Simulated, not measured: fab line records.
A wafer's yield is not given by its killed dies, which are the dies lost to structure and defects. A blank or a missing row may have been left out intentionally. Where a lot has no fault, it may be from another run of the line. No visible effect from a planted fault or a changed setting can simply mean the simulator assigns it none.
Chamber matching ; flow nand harc ; 4 sister chambers for NHARC_A_STAIRCASE_TRIM_196 on rie diel-05
The step chemistry O2, time 211.2 s. 8 wafers are shown with their chamber, then 8 later ones without.

## WAFERS PAIRED WITH THEIR CHAMBERS
wafer;chamber;showerhead plenum p Torr (Torr);drypump motor current A (A)
L083.1;0;3.45;5.9
L083.5;1;3.37;5.3
L084.1;3;3.40;5.7
L084.3;1;3.36;5.3
L089.1;2;3.66;6.7
L089.4;0;3.44;5.8
L089.6;2;3.66;6.7
L092.2;3;3.39;5.7

## WAFERS WITH NO CHAMBER GIVEN
wafer;showerhead plenum p Torr (Torr);drypump motor current A (A)
L092.5;3.44;5.9
L092.6;3.36;5.3
L091.4;3.66;6.7
L091.5;3.39;5.7
L091.6;3.44;5.9
L094.2;3.43;5.9
L094.3;3.35;5.3
L094.4;3.39;5.7

## THE CHAMBER EACH PASSED THROUGH
wafer;from the rows above;in truth
L092.5;0;0
L092.6;1;1
L091.4;2;2
L091.5;3;3
L091.6;0;0
L094.2;0;0
L094.3;1;1
L094.4;3;3
8 of 8 placed correctly. Can't be placed from these rows: 0. Wrongly placed: 0.
How it was worked out, from the rows above alone: a wafer's distance from a chamber is the root of the sum, over the readings, of the square of ((its reading less the chamber's mean) divided by the reading's scatter). If the next closest chamber is less than 2 further off than the closest, the wafer can't be placed; otherwise it belongs to the closest. For every chamber, the mean is computed from those of its wafers that are shown. The scatter: take each reading less its chamber's mean, square it, sum over the shown wafers, divide by the number of wafers less the number of chambers, and take the root.
